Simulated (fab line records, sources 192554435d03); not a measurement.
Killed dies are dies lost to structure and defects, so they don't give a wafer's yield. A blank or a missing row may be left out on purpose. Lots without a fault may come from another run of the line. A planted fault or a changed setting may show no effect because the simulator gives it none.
A struck lot beside a sound one | flow n5_finfet | 38 steps out of a route of 1938
Sound: wafers L997.2, L997.6. Struck: wafers L981.3, L981.6. (L981.5 of the same lot was not struck and is left out.) The cause comes at the end.
At each step with rows: each side's tool, then ch and its chambers, then its first start. Under that, the readings that differ: sound wafers | struck wafers | difference of the means | sigmas: that difference in standard deviations of wafers without a fault.
alike: readings whose means differ by less than 2 such deviations, and words and numbers that are the same on both sides. not compared: withheld readings, readings that some wafer has no value for, bounds like >300 that may hide the same value, and numbers for which the record gives no deviation and whose values overlap.
The two part at a step that has a row with sigmas, a row that says differs or no value, or rows on one side only. Numbers that don't overlap but have no deviation are shown without sigmas and don't part them. A reading that every wafer of one side lacks parts them only if that side has two wafers or more.

first, 9 steps without rows for these wafers: N5_SDB_PRECLEAN_38 (cleans in dHF, time 10 s); N5_SDB_PRECLEAN_39 (cleans in O3/DIW, time 45 s); N5_SDB_SRD_28 (time 30 s); N5_SDB_ALD_29 (deposits SiNx, target thk 30 nm, pulse time 1 s, ald cycles 600); N5_SDB_CMP_30 (polishes, stops on poly-Si, t overpolish 1.54 s, target thk 30 nm); N5_DUMMY_REMOVAL_HM_STRIP_01 (strips SiNx in CH3F/O2, stops on poly-Si, target depth 4 nm, time 6.8 s); N5_DUMMY_REMOVAL_STRIP_10 (strips in N2/H2, time 40 s); N5_DUMMY_REMOVAL_PRECLEAN_07 (cleans in dHF, time 30 s); N5_DUMMY_REMOVAL_DUMMY_REMOVE_02 (chemistry TMAH, target poly-Si, stops on SiO2, target depth 142 nm, time 57 s, rinse time 30 s).
N5_DUMMY_REMOVAL_PRECLEAN_08: cleans in NF3:NH3, afs cycles 2, time 20 s, sublimation time 60 s.
  sound on remote_plasma-02 ch 0, day 9 18:23; struck on remote_plasma-02 ch 0, day 5 21:08
then, 26 steps without rows for these wafers: N5_DUMMY_REMOVAL_PRECLEAN_04 (cleans in DHF, time 37 s); N5_DUMMY_REMOVAL_SRD_05 (time 30 s); N5_HKMG_FIN_IL_REGROW_00 (material SiO2, chemistry O3, target thk 0.75 nm, time 30 s); N5_HKMG_FIN_HK_ALD_01 (deposits HfO2, target thk 1.6 nm, pulse time 3 s, purge time 3 s); N5_HKMG_FIN_HK_ANNEAL_02 (time 30 s); N5_HKMG_FIN_ALD_74 (deposits La2O3, target thk 0.5 nm, pulse time 6 s, co reactant pulse time 1 s); N5_HKMG_FIN_ALD_75 (deposits Al2O3, target thk 1 nm, co reactant pulse time 1 s); N5_HKMG_FIN_COAT_41 (time 60 s, resist thk 300 nm); N5_HKMG_FIN_COAT_42 (time 60 s, resist thk 35 nm); N5_HKMG_FIN_COAT_43 (resist thk 90 nm); N5_HKMG_FIN_EBR_45; N5_HKMG_FIN_SOFTBAKE_44 (time 60 s); N5_HKMG_FIN_EXPOSE_46 (exposes mask NDIPOLE); N5_HKMG_FIN_PEB_47 (peb time 60 s); N5_HKMG_FIN_DEVELOP_48 (develop time 30 s); N5_HKMG_FIN_DESCUM_53 (chemistry O2, time 7.9 s); N5_HKMG_FIN_ETCH_54 (etches SiARC in CF4, target depth 45.5 nm, time 75.8 s); N5_HKMG_FIN_ETCH_55 (etches SOC in N2/H2, target depth 240 nm, time 300 s); N5_HKMG_FIN_STRIP_56 (strips in N2/H2); N5_HKMG_FIN_STRIP_57 (strips in CF4); N5_HKMG_FIN_ETCH_58 (etches SOC in N2/H2, target depth 215.8 nm, time 741 s); N5_HKMG_FIN_STRIP_93 (strips SOC in N2/H2, time 20 s); N5_HKMG_FIN_WET_ETCH_76 (etches Al2O3 in dNH4OH, stops on La2O3, target depth 2.25 nm, rinse time 30 s); N5_HKMG_FIN_STRIP_60 (strips in N2/H2, time 360 s); N5_HKMG_FIN_WET_ETCH_77 (etches La2O3 in dHCl, stops on HfO2, target depth 2 nm); N5_HKMG_FIN_WET_ETCH_78 (etches Al2O3 in dNH4OH, stops on La2O3, target depth 4.5 nm, rinse time 30 s).
-- the record jumps here: 5 days lie between the struck wafers' starts before and after (it left off in module HKMG_FIN and takes up again in module BEOL_M4, whose first step shown is number 1111 of the route) --
N5_BEOL_M4_RC_MEAS_101:
  sound on prober-01 ch 0, day 15 13:37; struck on prober-02 ch 0, day 11 07:48
  reading         | sound         | struck        | difference | sigmas
  DIBL_N (mV/V)   | 37.3 33.2     | 44.4 40.8     | +7.3       | +3
  DIBL_P (mV/V)   | 37.8 32.8     | 46.4 41.0     | +8.4       | +3
  EOT_N           | 10.62 10.61   | 11.72 11.65   | +1.07      | +10
  EOT_P           | 10.57 10.57   | 11.75 11.47   | +1.04      | +9
  IGATE_N (nA/um) | 0.0109 0.0109 | 0.0028 0.0038 | -0.0076    | -3
  IGATE_P (nA/um) | 0.0034 0.0034 | 0.0008 0.0012 | -0.0024    | -4
  IOFF_N (nA/um)  | 0.17 0.11     | 0.39 0.25     | +0.18      | +3
  IOFF_P (nA/um)  | 0.24 0.17     | 0.41 0.28     | +0.14      | +3
  SS_P (mV/dec)   | 73.3 71.8     | 75.3 74.8     | +2.5       | +3
  VT_N (mV)       | 250 254       | 240 246       | -9         | -2
  alike: ION_N, ION_P, SS_N, VT_P
-- the record jumps here: 4 days lie between the struck wafers' starts before and after (it left off in module BEOL_M4 and takes up again in module PASSIVATION, whose first step shown is number 1936 of the route) --
N5_PASSIVATION_PROBE_49:
  sound on prober-01, day 20 05:47; struck on prober-01, day 15 19:01
  reading            | sound | struck | difference | sigmas
  killed_at_M0_to_M3 | 53    | 25 21  | -30        | -3
  killed_at_contacts | 5     | 23 12  | +12        | +2
  alike: defect_limited_yield, killed_at_M4_up, killed_at_front_end, killed_at_other, killed_dies, killed_on_rim, killed_open, killed_short, sort_bin_4_leakage, sort_bin_5_function, sort_bin_6_memory, sort_n_pass, sort_yield_pct

WHERE THEY PART
First at N5_BEOL_M4_RC_MEAS_101; last, within this record, at N5_PASSIVATION_PROBE_49.

WHY: what the simulator had put in
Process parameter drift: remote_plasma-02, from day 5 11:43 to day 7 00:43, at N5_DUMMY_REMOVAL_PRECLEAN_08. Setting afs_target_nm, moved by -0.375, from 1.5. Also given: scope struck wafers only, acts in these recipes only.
